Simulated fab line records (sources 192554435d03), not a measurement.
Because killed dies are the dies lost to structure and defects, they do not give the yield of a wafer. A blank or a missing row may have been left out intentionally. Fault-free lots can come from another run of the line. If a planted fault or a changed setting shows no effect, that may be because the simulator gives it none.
Split-lot study :: flow n5-finfet :: 36 wafers read across 7 lots, on a route 1938 steps long

SPLIT DETAILS
At N5_BEOL_M11_TRENCH_ETCH_37 (etches SiCOH lowk in C4F6/O2, target depth 148.83 nm, time 48 s), the setting time-s was moved away from the recipe's 48 s on 17 of the 36 wafers read, by -46.4% to +54.5%. All remaining wafers had this setting at the recipe value.

FROM THE SPLIT TO THE READING: what the file shows between them, 8 steps
- N5_BEOL_M11_ETCH_41: etches SiCN in CH3F/O2, target depth 42.6 nm, time 86 s
- N5_BEOL_M11_STRIP_77: strips in N2/H2, time 10 s
- N5_BEOL_M11_OCD_MEAS_38
- N5_BEOL_M11_HM_STRIP_39: strips TiN in peroxide tin strip, target depth 25 nm, time 158 s
- N5_BEOL_M11_SRD_40: time 30 s
- N5_BEOL_M11_ECD_50: material Cu, target thk 318 nm
- N5_BEOL_M11_ANNEAL_51: time 90 s
- N5_BEOL_M11_CMP_52: polishes, stops on SiCOH lowk, t overpolish 7 s, target thk 140 nm

THE READING
M11_THK, in nm, at N5_BEOL_M11_THK_MEAS_53 (measures by xrf). Typical for fault-free wafers on this fab line: 139.0 nm, with standard deviation 3 nm.

wafer: L077.1
tool, chamber at the split: rie-diel-02, 1
time-s as run, s: 48
against the recipe: recipe
M11_THK, nm: 140.4
against lot-mates on the recipe: -

wafer: L077.2
tool, chamber at the split: rie-diel-02, 3
time-s as run, s: 66.74
against the recipe: +39.0%
M11_THK, nm: 202.4
against lot-mates on the recipe: +62.1

wafer: L077.3
tool, chamber at the split: rie-diel-02, 2
time-s as run, s: 66.74
against the recipe: +39.0%
M11_THK, nm: 203.8
against lot-mates on the recipe: +63.5

wafer: L077.4
tool, chamber at the split: rie-diel-02, 0
time-s as run, s: 66.74
against the recipe: +39.0%
M11_THK, nm: 192.7
against lot-mates on the recipe: +52.4

wafer: L077.5
tool, chamber at the split: rie-diel-02, 3
time-s as run, s: 48
against the recipe: recipe
M11_THK, nm: 141.6
against lot-mates on the recipe: -

wafer: L077.6
tool, chamber at the split: rie-diel-02, 0
time-s as run, s: 48
against the recipe: recipe
M11_THK, nm: 139.0
against lot-mates on the recipe: -

wafer: L079.1
tool, chamber at the split: rie-diel-02, 3
time-s as run, s: 48
against the recipe: recipe
M11_THK, nm: 140.6
against lot-mates on the recipe: -

wafer: L079.2
tool, chamber at the split: rie-diel-02, 2
time-s as run, s: 66.84
against the recipe: +39.3%
M11_THK, nm: 202.7
against lot-mates on the recipe: +61.7

wafer: L079.3
tool, chamber at the split: rie-diel-02, 0
time-s as run, s: 66.84
against the recipe: +39.3%
M11_THK, nm: 192.3
against lot-mates on the recipe: +51.3

wafer: L079.4
tool, chamber at the split: rie-diel-02, 1
time-s as run, s: 66.84
against the recipe: +39.3%
M11_THK, nm: 199.0
against lot-mates on the recipe: +58.0

wafer: L079.5
tool, chamber at the split: rie-diel-02, 2
time-s as run, s: 48
against the recipe: recipe
M11_THK, nm: 142.7
against lot-mates on the recipe: -

wafer: L079.6
tool, chamber at the split: rie-diel-02, 3
time-s as run, s: 48
against the recipe: recipe
M11_THK, nm: 139.7
against lot-mates on the recipe: -

wafer: L081.3
tool, chamber at the split: rie-diel-02, 3
time-s as run, s: 48
against the recipe: recipe
M11_THK, nm: 143.4
against lot-mates on the recipe: -

wafer: L081.4
tool, chamber at the split: rie-diel-02, 0
time-s as run, s: 48
against the recipe: recipe
M11_THK, nm: 138.9
against lot-mates on the recipe: -

wafer: L081.5
tool, chamber at the split: rie-diel-02, 3
time-s as run, s: 48
against the recipe: recipe
M11_THK, nm: 141.4
against lot-mates on the recipe: -

wafer: L086.1
tool, chamber at the split: rie-diel-02, 1
time-s as run, s: 74.18
against the recipe: +54.5%
M11_THK, nm: 219.5
against lot-mates on the recipe: +78.4

wafer: L086.3
tool, chamber at the split: rie-diel-02, 2
time-s as run, s: 74.18
against the recipe: +54.5%
M11_THK, nm: 226.2
against lot-mates on the recipe: +85.1

wafer: L086.6
tool, chamber at the split: rie-diel-02, 1
time-s as run, s: 48
against the recipe: recipe
M11_THK, nm: 141.1
against lot-mates on the recipe: -

wafer: L087.1
tool, chamber at the split: rie-diel-04, 1
time-s as run, s: 48
against the recipe: recipe
M11_THK, nm: 135.1
against lot-mates on the recipe: -

wafer: L087.2
tool, chamber at the split: rie-diel-04, 2
time-s as run, s: 48
against the recipe: recipe
M11_THK, nm: 138.8
against lot-mates on the recipe: -

wafer: L087.3
tool, chamber at the split: rie-diel-04, 0
time-s as run, s: 55.94
against the recipe: +16.5%
M11_THK, nm: 159.7
against lot-mates on the recipe: +23.4

wafer: L087.4
tool, chamber at the split: rie-diel-04, 1
time-s as run, s: 55.94
against the recipe: +16.5%
M11_THK, nm: 158.0
against lot-mates on the recipe: +21.7

wafer: L087.5
tool, chamber at the split: rie-diel-04, 2
time-s as run, s: 55.94
against the recipe: +16.5%
M11_THK, nm: 162.2
against lot-mates on the recipe: +25.9

wafer: L087.6
tool, chamber at the split: rie-diel-04, 0
time-s as run, s: 48
against the recipe: recipe
M11_THK, nm: 135.0
against lot-mates on the recipe: -

wafer: L088.1
tool, chamber at the split: rie-diel-04, 2
time-s as run, s: 70.71
against the recipe: +47.3%
M11_THK, nm: 209.9
against lot-mates on the recipe: +69.5

wafer: L088.2
tool, chamber at the split: rie-diel-04, 1
time-s as run, s: 70.71
against the recipe: +47.3%
M11_THK, nm: 205.5
against lot-mates on the recipe: +65.1

wafer: L088.3
tool, chamber at the split: rie-diel-04, 3
time-s as run, s: 48
against the recipe: recipe
M11_THK, nm: 143.5
against lot-mates on the recipe: -

wafer: L088.4
tool, chamber at the split: rie-diel-04, 3
time-s as run, s: 70.71
against the recipe: +47.3%
M11_THK, nm: 213.7
against lot-mates on the recipe: +73.3

wafer: L088.5
tool, chamber at the split: rie-diel-04, 1
time-s as run, s: 48
against the recipe: recipe
M11_THK, nm: 138.4
against lot-mates on the recipe: -

wafer: L088.6
tool, chamber at the split: rie-diel-04, 2
time-s as run, s: 48
against the recipe: recipe
M11_THK, nm: 139.2
against lot-mates on the recipe: -

wafer: L095.1
tool, chamber at the split: rie-diel-02, 0
time-s as run, s: 25.73
against the recipe: -46.4%
M11_THK, nm: 69.3
against lot-mates on the recipe: -70.6

wafer: L095.2
tool, chamber at the split: rie-diel-02, 1
time-s as run, s: 25.73
against the recipe: -46.4%
M11_THK, nm: 69.3
against lot-mates on the recipe: -70.6

wafer: L095.3
tool, chamber at the split: rie-diel-02, 2
time-s as run, s: 48
against the recipe: recipe
M11_THK, nm: 141.2
against lot-mates on the recipe: -

wafer: L095.4
tool, chamber at the split: rie-diel-02, 3
time-s as run, s: 48
against the recipe: recipe
M11_THK, nm: 139.6
against lot-mates on the recipe: -

wafer: L095.5
tool, chamber at the split: rie-diel-02, 1
time-s as run, s: 48
against the recipe: recipe
M11_THK, nm: 138.9
against lot-mates on the recipe: -

wafer: L095.6
tool, chamber at the split: rie-diel-02, 0
time-s as run, s: 25.73
against the recipe: -46.4%
M11_THK, nm: 69.5
against lot-mates on the recipe: -70.4

FIT RESULTS
A straight line over all 36 wafers: M11_THK changes by +1.5 nm for each +1% of time-s; r = +1.00; the points scatter about the line by 3.3 nm.
The same after taking each lot's own level away (the mean of its wafers on the recipe; 36 wafers): +1.49 nm for each +1%; r = +1.00; scatter 2.8 nm.
Per that fit: largest time-s move, reading shift of 82 nm.
Measured against the standard deviation above, the lots' own levels, which go from 136.30 to 141.23 nm, span 1.6 times it.
The two slopes agree, so the slope changes little with the lot-to-lot level.
Check: +81.5 nm against its lot-mates is what the line predicts for one of the wafers moved furthest among these (+54.5%) when that wafer is left out of the fit. Against them it came out at +78.4 nm.

THE WHOLE CHAIN: every reading that the file lists as answering this split, in the file's order
step: N5_BEOL_M11_TRENCH_ETCH_37
what it does: etches SiCOH lowk in C4F6/O2, target depth 148.83 nm, time 48 s
reading: BEOL_M11.feature-depth-nm (the simulator's own value, which no gauge read)
change (the file's fit): +1.51 nm for each +1% of the setting
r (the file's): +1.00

step: N5_BEOL_M11_TRENCH_ETCH_37
what it does: etches SiCOH lowk in C4F6/O2, target depth 148.83 nm, time 48 s
reading: etch.depth-nm (the simulator's own value, which no gauge read)
change (the file's fit): +1.51 nm for each +1% of the setting
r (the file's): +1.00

step: N5_BEOL_M11_TRENCH_ETCH_37
what it does: etches SiCOH lowk in C4F6/O2, target depth 148.83 nm, time 48 s
reading: TiN_of_BEOL_M11_HM_DEP_02.thk-nm (the simulator's own value, which no gauge read)
change (the file's fit): -0.0426 nm for each +1% of the setting
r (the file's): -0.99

step: N5_BEOL_M11_OCD_MEAS_38
what it does: 
reading: trench-depth-nm
change (the file's fit): +1.51 nm for each +1% of the setting
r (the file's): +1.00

step: N5_BEOL_M11_CMP_52
what it does: polishes, stops on SiCOH lowk, t overpolish 7 s, target thk 140 nm
reading: Cu_of_BEOL_M11_ECD_50.thk-nm (the simulator's own value, which no gauge read)
change (the file's fit): +1.5 nm for each +1% of the setting
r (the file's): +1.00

step: N5_BEOL_M11_THK_MEAS_53
what it does: measures by xrf
reading: M11_THK
change (the file's fit): +1.49 for each +1% of the setting
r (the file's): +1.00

step: N5_BEOL_M11_RS_MEAS_57
what it does: measures by four-point-probe
reading: M11_RS
change (the file's fit): not straight: 0.332 at the lowest setting, 0.150 at the recipe, 0.090 at the highest
r (the file's): not given

THE FILE'S OWN FIT
M11_THK changes by +1.49 nm for each +1% of time-s, r = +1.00.
